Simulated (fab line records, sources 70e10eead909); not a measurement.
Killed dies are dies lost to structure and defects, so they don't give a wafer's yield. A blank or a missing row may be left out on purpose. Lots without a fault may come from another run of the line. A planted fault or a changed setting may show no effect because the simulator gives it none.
Chamber matching | flow nand_harc | NHARC_A_STAIRCASE_DESCUM_270 on rie_diel-04: 4 sister chambers
The step chemistry O2, time 3 s. 4 wafers are shown with their chamber, then 9 later ones without.

WAFERS WITH THEIR CHAMBER
wafer  | chamber | drypump_motor_current_A (A)
L085.4 | 2       | 6.0
L089.3 | 1       | 4.9
L094.5 | 0       | 5.4
L094.6 | 3       | 5.4

WAFERS WITHOUT THEIR CHAMBER
wafer  | drypump_motor_current_A (A)
L095.1 | 5.4
L095.4 | 5.5
L095.6 | 6.0
L096.1 | 6.0
L096.5 | 4.9
L096.6 | 6.0
L097.2 | 4.8
L097.4 | 6.0
L097.6 | 4.8

WHICH CHAMBER EACH WENT THROUGH
wafer  | from the rows above     | in truth
L095.1 | can't be placed: 0 or 3 | 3
L095.4 | can't be placed: 0 or 3 | 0
L095.6 | 2                       | 2
L096.1 | 2                       | 2
L096.5 | 1                       | 1
L096.6 | 2                       | 2
L097.2 | 1                       | 1
L097.4 | 2                       | 2
L097.6 | 1                       | 1
Placed correctly: 7 of 9. Can't be placed from these rows: 2 (the true chamber is among the candidates in 2). Placed wrongly: 0.
How it was worked out, from the rows above alone: a wafer's distance from a chamber is the root of the sum, over the readings, of the square of ((its reading less the chamber's mean) divided by the reading's scatter). The wafer belongs to the nearest chamber; if the next one is less than 2 further off, it can't be placed. A chamber's mean is the mean of its shown wafers. The scatter: with one shown wafer a chamber, the root of the mean of the squares of how far each hidden wafer lies from its nearest shown one.
